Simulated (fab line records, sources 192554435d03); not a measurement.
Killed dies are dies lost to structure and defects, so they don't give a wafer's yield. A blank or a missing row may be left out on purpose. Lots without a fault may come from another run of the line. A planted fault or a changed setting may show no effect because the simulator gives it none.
Chamber matching | flow n5_finfet | N5_BEOL_M2_ETCHBACK_99 on rie_diel-03: 4 sister chambers
The step etches SiO2 in CHF3, target depth 5 nm, time 10.4 s. 8 wafers are shown with their chamber, then 8 later ones without.

WAFERS WITH THEIR CHAMBER
wafer  | chamber | showerhead_plenum_p_Torr (Torr) | rf_vpp_V (V)
L083.1 | 1       | 2.09                            | 240
L083.3 | 3       | 2.18                            | 245
L085.3 | 0       | 2.14                            | 246
L085.6 | 2       | 2.19                            | 245
L088.4 | 3       | 2.17                            | 246
L088.5 | 1       | 2.08                            | 239
L088.6 | 2       | 2.18                            | 246
L090.2 | 0       | 2.13                            | 247

WAFERS WITHOUT THEIR CHAMBER
wafer  | showerhead_plenum_p_Torr (Torr) | rf_vpp_V (V)
L090.3 | 2.17                            | 245
L090.5 | 2.17                            | 244
L092.2 | 2.18                            | 246
L092.4 | 2.13                            | 246
L092.5 | 2.08                            | 241
L095.2 | 2.13                            | 248
L095.4 | 2.18                            | 247
L095.5 | 2.18                            | 246

WHICH CHAMBER EACH WENT THROUGH
wafer  | from the rows above     | in truth
L090.3 | can't be placed: 3 or 2 | 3
L090.5 | can't be placed: 3 or 2 | 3
L092.2 | can't be placed: 2 or 3 | 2
L092.4 | 0                       | 0
L092.5 | 1                       | 1
L095.2 | 0                       | 0
L095.4 | can't be placed: 2 or 3 | 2
L095.5 | can't be placed: 2 or 3 | 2
Placed correctly: 3 of 8. Can't be placed from these rows: 5 (the true chamber is among the candidates in 5). Placed wrongly: 0.
How it was worked out, from the rows above alone: a wafer's distance from a chamber is the root of the sum, over the readings, of the square of ((its reading less the chamber's mean) divided by the reading's scatter). The wafer belongs to the nearest chamber; if the next one is less than 2 further off, it can't be placed. A chamber's mean is the mean of its shown wafers. The scatter: the root of (the sum of the squares of (reading less its chamber's mean) over the shown wafers, divided by (wafers less chambers)).
